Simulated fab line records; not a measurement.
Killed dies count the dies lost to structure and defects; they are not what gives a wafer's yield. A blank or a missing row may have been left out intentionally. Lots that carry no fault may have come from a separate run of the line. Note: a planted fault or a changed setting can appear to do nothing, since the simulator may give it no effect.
A lot that was struck, set against a sound lot + flow n5_finfet + 16 steps out of a route of 1938
Sound: these wafers, L760.1, L760.4, L760.6. Struck: wafer L752.2; the same lot's L752.4 was not struck, so it is left out; see the end for the cause.
For every step that has rows: the tool of each side, followed by ch and its chambers, followed by its first start. Under that, the readings that differ: sound wafers + struck wafers + difference of the means + sigmas: that difference in standard deviations of wafers without a fault.
alike: readings whose means differ by less than 2 such deviations, and words and numbers that are the same on both sides. not compared: withheld readings, readings that some wafer has no value for, bounds like >300 that may hide the same value, and numbers for which the record gives no deviation and whose values overlap.
Wherever a step has rows on one side only, a row that says differs or no value, or a row with sigmas, the two part there. Non-overlapping numbers with no deviation appear without sigmas and do not part them. A reading that every wafer of one side lacks parts them only if that side has two wafers or more.

first, 4 steps without rows for these wafers: N5_MOL_CONTACT_COAG_SOFTBAKE_79 (time 60 s); N5_MOL_CONTACT_COAG_EXPOSE_81 (exposes mask VG, defocus 0 nm); N5_MOL_CONTACT_COAG_PEB_82 (peb time 60 s); N5_MOL_CONTACT_COAG_DEVELOP_83 (develop time 30 s).
N5_MOL_CONTACT_COAG_CD_MEAS_84: the cd target is 25.1 nm.
  sound on cd_sem-02 ch 0, day 9 05:01; struck on cd_sem-01 ch 0, day 7 06:36
  alike: cd_nm
N5_MOL_CONTACT_COAG_OVL_MEAS_85:
  sound on overlay-02 ch 0, day 9 05:03; struck on overlay-02 ch 0, day 7 06:38
  alike: VG_OVL
N5_MOL_CONTACT_COAG_INSPECT_57: inspects for defects (brightfield).
  sound on defect_inspect-01, day 9 05:07; struck on defect_inspect-01, day 7 06:41
  alike: raw_defect_count
N5_MOL_CONTACT_COAG_DESCUM_88: chemistry O2, time 7 s.
  sound on rie_diel-03 ch 1,2, day 9 05:08; struck on rie_diel-03 ch 2, day 7 06:43
  alike: drypump_motor_current_A, oes_product_au, rf_vpp_V, showerhead_plenum_p_Torr, throttle_valve_pct
  not compared: rf_hours_counter_h
N5_MOL_CONTACT_COAG_ETCH_89: etches underlayer in N2/H2, target depth 13 nm, time 10.4 s.
  sound on rie_diel-03 ch 1,2, day 9 05:10; struck on rie_diel-03 ch 2, day 7 06:45
  alike: drypump_motor_current_A, etch_rf_on_time_s, oes_product_au, rf_vpp_V, showerhead_plenum_p_Torr, throttle_valve_pct
  not compared: rf_hours_counter_h
N5_MOL_CONTACT_COAG_ETCH_90: etches SiARC in CF4, target depth 13 nm, time 21.7 s.
  sound on rie_diel-03 ch 1,2, day 9 05:11; struck on rie_diel-03 ch 2, day 7 06:46
  alike: drypump_motor_current_A, etch_rf_on_time_s, oes_product_au, rf_vpp_V, showerhead_plenum_p_Torr, throttle_valve_pct
  not compared: rf_hours_counter_h
N5_MOL_CONTACT_COAG_ALD_131: deposits SiO2, target thk 5 nm, pulse time 1 s, co reactant pulse time 1 s.
  sound on ald_sin-01 ch 0,1,2, day 9 05:40; struck on ald_sin-01 ch 3, day 7 06:51
  alike: chamber_pressure_Torr, heater_power_w, precursor_pulse_height_rel
N5_MOL_CONTACT_COAG_ETCHBACK_132: etches SiO2 in CHF3, target depth 10 nm, time 6.7 s.
  sound on rie_diel-04 ch 1,3, day 9 05:50; struck on rie_diel-02 ch 3, day 7 07:04
| reading                         | sound             | struck | difference | sigmas |
|---------------------------------|-------------------|--------|------------|--------|
| oes_product_au (a.u.)           | 0.78 0.76 0.76    | 0.94   | +0.17      | +2     |
| showerhead_plenum_p_Torr (Torr) | 2.30 2.28 2.28    | 2.45   | +0.16      | +2     |
| throttle_valve_pct (%)          | 18.92 18.82 18.82 | 18.38  | -0.47      | -2     |
  alike: drypump_motor_current_A, rf_vpp_V
  not compared: rf_hours_counter_h
N5_MOL_CONTACT_COAG_ETCH_91: etches SOC in N2/H2, target depth 60 nm, overetch 21 nm, time 101.2 s.
  sound on rie_diel-04 ch 1,3, day 9 05:53; struck on rie_diel-02 ch 3, day 7 07:07
| reading                                             | sound             | struck | difference | sigmas |
|-----------------------------------------------------|-------------------|--------|------------|--------|
| oes_product_au (a.u.)                               | 0.65 0.63 0.62    | 0.76   | +0.13      | +2     |
| rf_vpp_V (V)                                        | 520.0 520.9 521.5 | 527.0  | +6.2       | +3     |
| showerhead_plenum_p_Torr (Torr)                     | 2.45 2.43 2.43    | 2.62   | +0.18      | +3     |
| model.SiARC_of_MOL_CONTACT_COAG_COAT_76.thk_nm (nm) | 6 5.6 5.8         | 6.2    | +0.4       |        |
  alike: drypump_motor_current_A, throttle_valve_pct
  not compared: rf_hours_counter_h
then, 1 step without rows for these wafers: N5_MOL_CONTACT_COAG_STRIP_92 (strips in N2/H2).
-- a jump in the record: the struck wafers' starts before and after are 4 days apart (it breaks off in module MOL_CONTACT_COAG and resumes in module BEOL_M4, where the first step shown is number 1111 of the route) --
N5_BEOL_M4_RC_MEAS_101:
  sound on prober-02 ch 0, day 14 19:55; struck on prober-02 ch 0, day 11 09:04
| reading       | sound          | struck | difference | sigmas |
|---------------|----------------|--------|------------|--------|
| SS_P (mV/dec) | 72.9 72.9 72.2 | 74.2   | +1.5       | +2     |
  alike: DIBL_N, DIBL_P, IOFF_N, IOFF_P, ION_N, ION_P, SS_N, VT_N, VT_P
following that, these wafers have no rows for 1 step: N5_PASSIVATION_PROBE_49.

WHERE THEY PART
First at N5_MOL_CONTACT_COAG_ETCHBACK_132; last, within this record, at N5_BEOL_M4_RC_MEAS_101.

WHY: what had been put in by the simulator
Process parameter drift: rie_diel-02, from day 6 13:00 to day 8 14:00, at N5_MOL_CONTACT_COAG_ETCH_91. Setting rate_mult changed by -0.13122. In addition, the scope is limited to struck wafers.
